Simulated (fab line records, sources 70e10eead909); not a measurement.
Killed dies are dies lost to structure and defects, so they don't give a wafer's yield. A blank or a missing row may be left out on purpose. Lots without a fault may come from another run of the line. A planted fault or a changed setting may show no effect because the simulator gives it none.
Chamber matching | flow nand_harc | NHARC_A_DECK1_JOINT_CMP_13 on cmp-04: 4 sister chambers
The step polishes, target thk 51.023 nm. 8 wafers are shown with their chamber, then 10 later ones without.

WAFERS WITH THEIR CHAMBER
wafer  | chamber | time_to_endpoint_s (s) | motor_current_A (A)
L081.4 | 1       | 8                      | 12.8
L082.6 | 0       | 9                      | 12.6
L083.2 | 0       | 9                      | 13.3
L089.1 | 3       | 7                      | 13.8
L089.2 | 2       | 10                     | 12.2
L089.3 | 1       | 6                      | 12.0
L091.1 | 2       | 11                     | 12.3
L091.2 | 3       | 8                      | 13.2

WAFERS WITHOUT THEIR CHAMBER
wafer  | time_to_endpoint_s (s) | motor_current_A (A)
L091.3 | 10                     | 12.5
L092.2 | 7                      | 12.8
L092.4 | 9                      | 12.2
L092.6 | 11                     | 12.4
L094.3 | 5                      | 13.4
L094.4 | 4                      | 12.0
L094.5 | 7                      | 11.9
L096.1 | 8                      | 12.9
L096.2 | 4                      | 12.2
L096.4 | 9                      | 12.3

WHICH CHAMBER EACH WENT THROUGH
wafer  | from the rows above               | in truth
L091.3 | can't be placed: 2 or 0           | 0
L092.2 | can't be placed: 1 or 3 or 0      | 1
L092.4 | can't be placed: 0 or 2 or 1 or 3 | 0
L092.6 | can't be placed: 2 or 0           | 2
L094.3 | can't be placed: 3 or 1 or 0      | 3
L094.4 | can't be placed: 1 or 3           | 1
L094.5 | 1                                 | 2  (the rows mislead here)
L096.1 | can't be placed: 0 or 3 or 1      | 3
L096.2 | can't be placed: 1 or 3           | 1
L096.4 | can't be placed: 0 or 2 or 1 or 3 | 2
Placed correctly: 0 of 10. Can't be placed from these rows: 9 (the true chamber is among the candidates in 9). Placed wrongly: 1.
How it was worked out, from the rows above alone: a wafer's distance from a chamber is the root of the sum, over the readings, of the square of ((its reading less the chamber's mean) divided by the reading's scatter). The wafer belongs to the nearest chamber; if the next one is less than 2 further off, it can't be placed. A chamber's mean is the mean of its shown wafers. The scatter: the root of (the sum of the squares of (reading less its chamber's mean) over the shown wafers, divided by (wafers less chambers)).
